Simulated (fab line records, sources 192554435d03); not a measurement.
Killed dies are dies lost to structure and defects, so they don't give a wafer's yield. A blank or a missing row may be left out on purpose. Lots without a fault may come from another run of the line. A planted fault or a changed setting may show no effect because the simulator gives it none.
Chamber matching | flow n5_finfet | N5_STI_FIN_REVEAL_ALD_00 on ald_sin-03: 4 sister chambers
The step deposits SiO2, target thk 1 nm, pulse time 1 s. 22 wafers are shown with their chamber, then 11 later ones without.

WAFERS WITH THEIR CHAMBER
wafer  | chamber | heater_power_w (W) | precursor_pulse_height_rel
L074.4 | 1       | 519                | 1.009
L074.5 | 3       | 522                | 0.979
L074.6 | 2       | 454                | 0.994
L077.1 | 0       | 454                | 1.000
L077.2 | 1       | 549                | 0.991
L077.5 | 3       | 537                | 0.998
L078.1 | 2       | 460                | 0.989
L078.3 | 3       | 535                | 0.994
L078.5 | 0       | 462                | 1.022
L079.2 | 1       | 537                | 0.983
L079.4 | 0       | 465                | 0.959
L079.5 | 2       | 444                | 0.955
L082.2 | 1       | 543                | 0.957
L082.3 | 3       | 514                | 1.004
L082.6 | 0       | 465                | 0.983
L089.1 | 2       | 436                | 0.989
L089.3 | 1       | 527                | 0.989
L089.6 | 2       | 431                | 1.005
L091.1 | 3       | 522                | 1.025
L091.2 | 0       | 449                | 0.983
L091.6 | 0       | 451                | 0.998
L093.3 | 3       | 534                | 0.995

SIGNATURES (means of the wafers above)
reading                    | chamber 0 | chamber 1 | chamber 2 | chamber 3 | scatter within a chamber
heater_power_w             | 457.67    | 535.00    | 445.00    | 527.33    | 10.2
precursor_pulse_height_rel | 0.99083   | 0.98580   | 0.98640   | 0.99917   | 0.0186
Rule: a wafer's distance from a chamber is the root of the sum, over the readings, of the square of ((its reading less the chamber's mean) divided by the reading's scatter). The wafer belongs to the nearest chamber; if the next one is less than 2 further off, it can't be placed. The scatter: the root of (the sum of the squares of (reading less its chamber's mean) over the shown wafers, divided by (wafers less chambers)).

WAFERS WITHOUT THEIR CHAMBER
wafer  | heater_power_w (W) | precursor_pulse_height_rel
L093.4 | 452                | 1.016
L093.6 | 447                | 0.990
L094.1 | 527                | 0.985
L094.4 | 422                | 1.019
L094.6 | 518                | 0.998
L095.1 | 512                | 1.017
L095.4 | 436                | 1.020
L095.5 | 445                | 0.988
L097.2 | 422                | 1.046
L097.3 | 525                | 1.027
L097.6 | 518                | 1.014

WHICH CHAMBER EACH WENT THROUGH
wafer  | from the rows above     | in truth
L093.4 | can't be placed: 0 or 2 | 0
L093.6 | can't be placed: 2 or 0 | 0
L094.1 | can't be placed: 3 or 1 | 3
L094.4 | can't be placed: 2 or 0 | 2
L094.6 | can't be placed: 3 or 1 | 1
L095.1 | can't be placed: 3 or 1 | 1
L095.4 | can't be placed: 2 or 0 | 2
L095.5 | can't be placed: 2 or 0 | 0
L097.2 | can't be placed: 2 or 0 | 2
L097.3 | can't be placed: 3 or 1 | 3
L097.6 | can't be placed: 3 or 1 | 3
Placed correctly: 0 of 11. Can't be placed from these rows: 11 (the true chamber is among the candidates in 11). Placed wrongly: 0.
